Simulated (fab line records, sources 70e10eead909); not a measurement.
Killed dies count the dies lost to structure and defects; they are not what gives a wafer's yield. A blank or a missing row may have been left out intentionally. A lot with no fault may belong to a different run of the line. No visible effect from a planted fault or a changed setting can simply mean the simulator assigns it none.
Comparing a struck lot with a sound one / flow nand harc / 22 out of 1302 route steps
Sound: these wafers, L873.1, L873.3, L873.4. Wafers L884.1, L884.2, L884.3 were the ones struck. The cause comes at the end.
At each step with rows: each side's tool, then ch and its chambers, then its first start. Under that, the readings that differ: sound wafers / struck wafers / difference of the means / sigmas: that difference in standard deviations of wafers without a fault.
alike: same words and numbers on both sides, and readings whose means sit less than 2 such deviations apart. not compared: any withheld reading, any reading some wafer has no value for, any bound like >300 that may hide the same value, and any number with overlapping values for which the record gives no deviation.
A row with sigmas, a row that says differs or no value, or rows on one side alone: a step with any of these is where the two part. When numbers do not overlap yet have no deviation, they are printed without sigmas and do not part them. A reading that every wafer of one side lacks parts them only if that side has two wafers or more.

NHARC_A_BLC_CVD_24: deposits W, target thk 150 nm, time 434 s.
  sound: cvd w-01 ch 0,1; struck: cvd w-01 ch 0,1
  alike: heater power w, throttle valve pct
NHARC_A_BLC_CMP_25: polishes, t overpolish 30 s, target thk 150 nm.
  sound on cmp-02 ch 0,1,3, day 24 11:15; struck on cmp-03 ch 0,2,3, day 29 08:07
  alike: motor current A, overpolish run s, time to endpoint s
after that, 1 step had no rows for these wafers: NHARC_A_BLC_SRD_27.
NHARC_A_BLC_INSPECT_28:
  sound on defect inspect-02, day 24 11:38; struck on defect inspect-02, day 29 08:32
  alike: raw defect count
then, 7 steps without rows for these wafers: NHARC_A_M0_DEP_00 (deposits SiOC, target thk 150 nm); NHARC_A_M0_DEHYDRATE_01 (time 120 s); NHARC_A_M0_HMDS_02 (time 30 s); NHARC_A_M0_COAT_33 (time 65 s); NHARC_A_M0_COAT_03 (resist thk 90 nm); NHARC_A_M0_SOFTBAKE_04 (time 55 s); NHARC_A_M0_EBR_05.
NHARC_A_M0_EXPOSE_06: exposes mask A M0, target cd 80 nm.
  sound on arfi scanner-02 ch 0, day 24 12:25; struck on arfi scanner-02 ch 0, day 29 09:58
reading=exposure dose mJ cm2; sound=83.34 83.42 83.31; struck=78.47 78.41 78.64; difference=-4.85; sigmas=-56
  alike: mask
then, 2 steps without rows for these wafers: NHARC_A_M0_PEB_07 (peb time 65 s); NHARC_A_M0_DEVELOP_08 (develop time 35 s).
NHARC_A_M0_CD_MEAS_09: the cd target is 80 nm.
  sound on cd sem-03 ch 0, day 24 12:33; struck on cd sem-03 ch 0, day 29 10:07
reading=cd nm (nm); sound=79.7 79.7 79.3; struck=76.3 76.1 75.8; difference=-3.5; sigmas=-6
NHARC_A_M0_OVL_MEAS_10: pitch 160 nm.
  sound on overlay-02, day 24 12:38; struck on overlay-01, day 29 10:12
  alike: overlay x nm, overlay y nm
NHARC_A_M0_INSPECT_11:
  sound on defect inspect-01, day 24 12:40; struck on defect inspect-01, day 29 10:14
  alike: raw defect count
NHARC_A_M0_DESCUM_14: chemistry O2, time 3 s.
  sound on rie diel-08 ch 1,2,3, day 24 12:44; struck on rie diel-02 ch 0,1,2, day 29 10:17
reading=rf hours counter h (h); sound=0.7 0.7 0.1; struck=7.5 7.6 6.7; difference=+6.8; sigmas=
reading=model.A_M0.cd nm (nm); sound=78.91 79.94 79.66; struck=76.84 75.77 76.6; difference=-3.10; sigmas=
  alike: drypump motor current A, oes product au, rf vpp V, showerhead plenum p Torr, throttle valve pct
NHARC_A_M0_ETCH_34: etches the open film in N2/H2, target depth 40 nm, overetch 12 nm, time 43.94 s.
  sound on rie diel-08 ch 0,1,2, day 24 12:49; struck on rie diel-02 ch 0,1,2, day 29 10:24
reading=rf hours counter h (h); sound=0.7 0.1 0.7; struck=7.6 7.5 6.7; difference=+6.8; sigmas=
reading=rf vpp V (V); sound=431.3 434.1 431.3; struck=428.1 427.3 424.6; difference=-5.6; sigmas=-2
reading=showerhead plenum p Torr (Torr); sound=2.07 2.19 2.09; struck=1.98 1.96 1.88; difference=-0.18; sigmas=-2
  alike: drypump motor current A, oes product au, rf fwd power W, throttle valve pct
NHARC_A_M0_ETCH_15: etches the open film in C4F8/Ar, target depth 150 nm, overetch 15 nm, time 82.5 s.
  sound: rie diel-08 ch 0,2,3; struck: rie diel-02 ch 0,1,2
reading=rf hours counter h (h); sound=0.2 0.7 0.7; struck=7.5 6.8 7.6; difference=+6.8; sigmas=
reading=model.A_M0.cd nm (nm); sound=78.65 80.18 79.53; struck=76.23 76.08 75.85; difference=-3.40; sigmas=
  alike: oes product au, rf fwd power W, rf vpp V
NHARC_A_M0_CD_MEAS_16:
  sound on cd sem-02, day 24 13:02; struck on cd sem-02, day 29 10:38
reading=cd nm (nm); sound=78.4 80.3 79.3; struck=76.1 76.0 75.8; difference=-3.4; sigmas=-4
NHARC_END_SORT_01:
  sound on prober-02 ch 0, day 26 01:37; struck on prober-02 ch 0, day 31 04:08
  alike: defect limited yield, killed at array, killed at other, killed at periphery, killed dies, killed open, killed short, sort_bin_2_pct, sort_bin_3_pct, sort_bin_4_pct, sort n pass, sort rim yield pct, sort yield pct

## WHERE THEY PART
Last at NHARC_A_M0_CD_MEAS_16 as far as this record goes, first at NHARC_A_M0_EXPOSE_06. Later steps at which nothing parts them and some readings are alike: NHARC_END_SORT_01.

WHY: the cause the simulator had injected
Process parameter drift: arfi scanner-02, from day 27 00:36 on, at NHARC_A_M0_EXPOSE_06. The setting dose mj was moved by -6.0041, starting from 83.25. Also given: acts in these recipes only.
